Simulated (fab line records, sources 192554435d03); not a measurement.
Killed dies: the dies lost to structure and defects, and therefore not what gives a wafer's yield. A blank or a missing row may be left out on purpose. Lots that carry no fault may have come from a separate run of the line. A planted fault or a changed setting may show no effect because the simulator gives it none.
One fault through the eyes of 2 desks || flow n5 finfet || only its own numbers are on each desk; what lay behind them is given at the end

FOR THE TOOL OWNER'S DESK: rie si-03
The tool's own readings at N5_SD_EPI_P_SD_RECESS_17 (chemistry HBr/Cl2/O2, target depth 39.1 nm, bt time 3 s): means of the sampled wafers that have a number, for each lot that ran on this tool. Marked OUT: a lot whose mean sits more than 4 standard deviations from the usual mean, which makes it out of limits; the brackets give that distance.
Columns: A = HBr_flow_sccm at N5_SD_EPI_P_SD_RECESS_17, usual 150.0 sccm; B = drypump motor current A at N5_SD_EPI_P_SD_RECESS_17, usual 5.5 A; C = oes product au at N5_SD_EPI_P_SD_RECESS_17, usual 1.004 a.u.; D = rf fwd power W at N5_SD_EPI_P_SD_RECESS_17, usual 795.2 W; E = throttle valve pct at N5_SD_EPI_P_SD_RECESS_17, usual 37.11 %
{"lot": "L639", "first seen here": "day 5 01:30", "A": 149.8, "B": 6.0, "C": 1.000, "D": 794.8, "E": 37.13}
{"lot": "L640", "first seen here": "day 5 09:26", "A": 150.0, "B": 6.0, "C": 1.037, "D": 792.8, "E": 36.89}
{"lot": "L642", "first seen here": "day 5 19:56", "A": 150.0, "B": 6.2, "C": 1.032, "D": 793.2, "E": 37.05}
Finding of this desk: none of the 3 lots has anything out of limits.

AT THE METROLOGY DESK
Means of the sampled wafers that have a number, per lot and without regard to the tool the lot ran on: this is what the gauges read. Marked OUT: a lot whose mean sits more than 4 standard deviations from the usual mean, which makes it out of limits; the brackets give that distance.
Columns: A = thk nm at N5_SD_EPI_P_EPI_MEAS_23, usual 60.9 nm
{"lot": "L634", "first seen here": "day 4 01:25", "A": 61.0}
{"lot": "L639", "first seen here": "day 5 04:20", "A": 61.2}
{"lot": "L640", "first seen here": "day 5 12:18", "A": 61.1}
{"lot": "L642", "first seen here": "day 5 22:49", "A": 61.0}
{"lot": "L648", "first seen here": "day 7 08:49", "A": 61.0}
{"lot": "L649", "first seen here": "day 7 14:08", "A": 60.2}
{"lot": "L650", "first seen here": "day 7 20:05", "A": 60.1}
{"lot": "L651", "first seen here": "day 8 02:38", "A": 60.3}
{"lot": "L652", "first seen here": "day 8 12:25", "A": 61.1}
{"lot": "L653", "first seen here": "day 8 15:29", "A": 61.1}
Finding of this desk: none of the 10 lots has anything out of limits.

ALL TOGETHER
Nothing out of limits was seen by the tool owner's desk.
The metrology desk saw nothing out of limits.

WHAT THE SIMULATOR HAD PUT IN
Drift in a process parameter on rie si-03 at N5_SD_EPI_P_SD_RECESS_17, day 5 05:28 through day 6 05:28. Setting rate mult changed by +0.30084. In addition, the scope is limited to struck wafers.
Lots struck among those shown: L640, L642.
